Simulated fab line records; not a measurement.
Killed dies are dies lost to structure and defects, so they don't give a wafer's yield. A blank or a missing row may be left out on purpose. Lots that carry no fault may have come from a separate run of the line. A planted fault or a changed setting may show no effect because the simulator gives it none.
Chamber matching | flow nandHarc | NHARC_P_CONTACT_CMP_24 on cmp-01 has 4 sister chambers
The step polishes, t overpolish 30 s, target thk 200 nm. 8 wafers are shown with their chamber, then 9 later ones without.

WAFERS WITH THEIR CHAMBER
wafer  | chamber | timeToEndpointS (s) | motorCurrentA (A)
L076.6 | 1       | 42.7                | 12.0
L076.4 | 3       | 42.6                | 10.9
L076.5 | 0       | 39.0                | 12.1
L086.1 | 3       | 44.0                | 11.5
L086.2 | 1       | 43.7                | 12.3
L091.2 | 0       | 37.0                | 11.7
L091.4 | 2       | 35.1                | 12.4
L091.6 | 2       | 35.7                | 11.8

WAFERS WHOSE CHAMBER IS MISSING
wafer  | timeToEndpointS (s) | motorCurrentA (A)
L091.1 | 39.4                | 12.5
L091.3 | 37.4                | 10.5
L091.5 | 38.0                | 11.2
L094.1 | 39.2                | 11.0
L094.3 | 36.6                | 11.9
L094.5 | 36.8                | 12.3
L097.2 | 42.4                | 12.2
L097.4 | 39.6                | 11.5
L097.5 | 41.7                | 12.5

EACH ONE'S CHAMBER
wafer  | from the rows above     | in truth
L091.1 | can't be placed: 0 or 1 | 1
L091.3 | can't be placed: 0 or 2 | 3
L091.5 | can't be placed: 0 or 2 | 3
L094.1 | can't be placed: 0 or 3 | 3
L094.3 | can't be placed: 2 or 0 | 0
L094.5 | can't be placed: 2 or 0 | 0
L097.2 | 1                       | 1
L097.4 | can't be placed: 0 or 3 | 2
L097.5 | 1                       | 1
Placed correctly: 2 of 9. Can't be placed from these rows: 7 (the true chamber is among the candidates in 4). 0 placed wrongly.
How it was worked out, from the rows above alone: a wafer's distance from a chamber is the root of the sum, over the readings, of the square of ((its reading less the chamber's mean) divided by the reading's scatter). The wafer belongs to the nearest chamber; if the next one is less than 2 further off, it can't be placed. A chamber's mean is the mean of its shown wafers. The scatter: the root of (the sum of the squares of (reading less its chamber's mean) over the shown wafers, divided by (wafers less chambers)).
